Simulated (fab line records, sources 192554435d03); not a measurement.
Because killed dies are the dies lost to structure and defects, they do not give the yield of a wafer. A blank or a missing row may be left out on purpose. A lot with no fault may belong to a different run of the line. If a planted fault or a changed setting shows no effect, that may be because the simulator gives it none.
Matching of chambers || flow n5Finfet || rieDiel-04 running N5_BEOL_M0_CUTY_DESCUM_61: 4 sister chambers
The step chemistry O2, time 7.9 s. 16 wafers are shown with their chamber, then 8 later ones without.

## WAFERS PAIRED WITH THEIR CHAMBERS
{"wafer": "L078.1", "chamber": 2, "drypumpMotorCurrentA (A)": 5.0, "showerheadPlenumPTorr (Torr)": 2.00, "throttleValvePct (%)": 20.17}
{"wafer": "L078.3", "chamber": 0, "drypumpMotorCurrentA (A)": 5.7, "showerheadPlenumPTorr (Torr)": 2.04, "throttleValvePct (%)": 20.72}
{"wafer": "L078.6", "chamber": 3, "drypumpMotorCurrentA (A)": 6.2, "showerheadPlenumPTorr (Torr)": 2.02, "throttleValvePct (%)": 20.01}
{"wafer": "L080.3", "chamber": 2, "drypumpMotorCurrentA (A)": 5.0, "showerheadPlenumPTorr (Torr)": 2.00, "throttleValvePct (%)": 20.16}
{"wafer": "L080.4", "chamber": 1, "drypumpMotorCurrentA (A)": 5.6, "showerheadPlenumPTorr (Torr)": 2.15, "throttleValvePct (%)": 20.50}
{"wafer": "L080.5", "chamber": 3, "drypumpMotorCurrentA (A)": 6.2, "showerheadPlenumPTorr (Torr)": 2.02, "throttleValvePct (%)": 20.03}
{"wafer": "L081.2", "chamber": 1, "drypumpMotorCurrentA (A)": 5.6, "showerheadPlenumPTorr (Torr)": 2.15, "throttleValvePct (%)": 20.50}
{"wafer": "L081.5", "chamber": 0, "drypumpMotorCurrentA (A)": 5.7, "showerheadPlenumPTorr (Torr)": 2.03, "throttleValvePct (%)": 20.74}
{"wafer": "L081.6", "chamber": 1, "drypumpMotorCurrentA (A)": 5.6, "showerheadPlenumPTorr (Torr)": 2.15, "throttleValvePct (%)": 20.50}
{"wafer": "L084.1", "chamber": 3, "drypumpMotorCurrentA (A)": 6.2, "showerheadPlenumPTorr (Torr)": 2.02, "throttleValvePct (%)": 20.02}
{"wafer": "L084.5", "chamber": 2, "drypumpMotorCurrentA (A)": 5.0, "showerheadPlenumPTorr (Torr)": 2.00, "throttleValvePct (%)": 20.19}
{"wafer": "L084.6", "chamber": 1, "drypumpMotorCurrentA (A)": 5.6, "showerheadPlenumPTorr (Torr)": 2.15, "throttleValvePct (%)": 20.50}
{"wafer": "L085.3", "chamber": 3, "drypumpMotorCurrentA (A)": 6.3, "showerheadPlenumPTorr (Torr)": 2.02, "throttleValvePct (%)": 20.04}
{"wafer": "L085.5", "chamber": 1, "drypumpMotorCurrentA (A)": 5.6, "showerheadPlenumPTorr (Torr)": 2.15, "throttleValvePct (%)": 20.54}
{"wafer": "L085.6", "chamber": 2, "drypumpMotorCurrentA (A)": 5.0, "showerheadPlenumPTorr (Torr)": 1.99, "throttleValvePct (%)": 20.19}
{"wafer": "L087.1", "chamber": 3, "drypumpMotorCurrentA (A)": 6.2, "showerheadPlenumPTorr (Torr)": 2.02, "throttleValvePct (%)": 20.03}

SIGNATURES (means of the wafers above)
{"reading": "drypumpMotorCurrentA", "chamber 0": 5.700, "chamber 1": 5.600, "chamber 2": 5.000, "chamber 3": 6.220, "scatter within a chamber": 0.0258}
{"reading": "showerheadPlenumPTorr", "chamber 0": 2.0350, "chamber 1": 2.1500, "chamber 2": 1.9975, "chamber 3": 2.0200, "scatter within a chamber": 0.00323}
{"reading": "throttleValvePct", "chamber 0": 20.7300, "chamber 1": 20.5080, "chamber 2": 20.1775, "chamber 3": 20.0260, "scatter within a chamber": 0.0149}
Rule: a wafer's distance from a chamber is the root of the sum, over the readings, of the square of ((its reading less the chamber's mean) divided by the reading's scatter). The wafer belongs to the nearest chamber; if the next one is less than 2 further off, it can't be placed. The scatter: the root of (the sum of the squares of (reading less its chamber's mean) over the shown wafers, divided by (wafers less chambers)).

## WAFERS WITHOUT THEIR CHAMBER
{"wafer": "L087.3", "drypumpMotorCurrentA (A)": 5.0, "showerheadPlenumPTorr (Torr)": 1.99, "throttleValvePct (%)": 20.20}
{"wafer": "L087.4", "drypumpMotorCurrentA (A)": 5.6, "showerheadPlenumPTorr (Torr)": 2.15, "throttleValvePct (%)": 20.52}
{"wafer": "L088.1", "drypumpMotorCurrentA (A)": 5.7, "showerheadPlenumPTorr (Torr)": 2.03, "throttleValvePct (%)": 20.76}
{"wafer": "L088.2", "drypumpMotorCurrentA (A)": 5.6, "showerheadPlenumPTorr (Torr)": 2.15, "throttleValvePct (%)": 20.52}
{"wafer": "L088.3", "drypumpMotorCurrentA (A)": 6.2, "showerheadPlenumPTorr (Torr)": 2.02, "throttleValvePct (%)": 20.05}
{"wafer": "L088.4", "drypumpMotorCurrentA (A)": 5.0, "showerheadPlenumPTorr (Torr)": 1.99, "throttleValvePct (%)": 20.20}
{"wafer": "L088.5", "drypumpMotorCurrentA (A)": 5.7, "showerheadPlenumPTorr (Torr)": 2.03, "throttleValvePct (%)": 20.77}
{"wafer": "L088.6", "drypumpMotorCurrentA (A)": 6.2, "showerheadPlenumPTorr (Torr)": 2.02, "throttleValvePct (%)": 20.05}

## EACH ONE'S CHAMBER
{"wafer": "L087.3", "from the rows above": 2, "in truth": 2}
{"wafer": "L087.4", "from the rows above": 1, "in truth": 1}
{"wafer": "L088.1", "from the rows above": 0, "in truth": 0}
{"wafer": "L088.2", "from the rows above": 1, "in truth": 1}
{"wafer": "L088.3", "from the rows above": 3, "in truth": 3}
{"wafer": "L088.4", "from the rows above": 2, "in truth": 2}
{"wafer": "L088.5", "from the rows above": 0, "in truth": 0}
{"wafer": "L088.6", "from the rows above": 3, "in truth": 3}
Correctly placed: 8 of 8. Can't be placed from these rows: 0. Wrongly placed: 0.
